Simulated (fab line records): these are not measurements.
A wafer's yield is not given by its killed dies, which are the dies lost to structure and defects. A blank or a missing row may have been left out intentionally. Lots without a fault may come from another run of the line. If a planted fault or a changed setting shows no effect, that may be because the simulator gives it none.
Chamber matching    flow nand-harc    4 sister chambers for NHARC_P_CONTACT_CMP_24 on cmp-04
The step polishes, t overpolish 30 s, target thk 200 nm. 8 wafers are shown with their chamber, then 10 later ones without.

WAFERS PAIRED WITH THEIR CHAMBERS
wafer   chamber  motor-current-A (A)  time-to-endpoint-s (s)
L077.3  0        13.1                 37.7
L081.4  0        12.7                 37.9
L085.1  3        10.8                 39.4
L085.5  3        11.0                 39.3
L086.5  2        11.8                 42.8
L086.6  1        12.8                 42.4
L087.1  2        11.9                 42.6
L087.3  1        12.7                 39.4

WAFERS MISSING THEIR CHAMBER
wafer   motor-current-A (A)  time-to-endpoint-s (s)
L087.6  11.6                 43.6
L090.2  11.7                 45.7
L090.3  12.4                 47.3
L090.4  13.8                 43.2
L092.3  12.3                 40.9
L092.5  10.8                 38.7
L092.6  13.5                 41.0
L095.2  13.3                 43.8
L095.3  11.2                 43.8
L095.5  11.4                 47.9

EACH ONE'S CHAMBER
wafer   from the rows above           in truth
L087.6  2                             2
L090.2  2                             2
L090.3  can't be placed: 2 or 1       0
L090.4  can't be placed: 1 or 0       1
L092.3  can't be placed: 1 or 2 or 0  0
L092.5  3                             3
L092.6  can't be placed: 1 or 0       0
L095.2  can't be placed: 1 or 0       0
L095.3  can't be placed: 2 or 3       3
L095.5  2                             2
4 of 10 placed correctly. Can't be placed from these rows: 6 (the true chamber is among the candidates in 5). 0 placed wrongly.
How it was worked out, from the rows above alone: a wafer's distance from a chamber is the root of the sum, over the readings, of the square of ((its reading less the chamber's mean) divided by the reading's scatter). If the next closest chamber is less than 2 further off than the closest, the wafer can't be placed; otherwise it belongs to the closest. A chamber's mean is the mean of its shown wafers. The scatter is the square root of a quotient: the sum, over the shown wafers, of each reading's squared deviation from its chamber's mean, divided by wafers minus chambers.
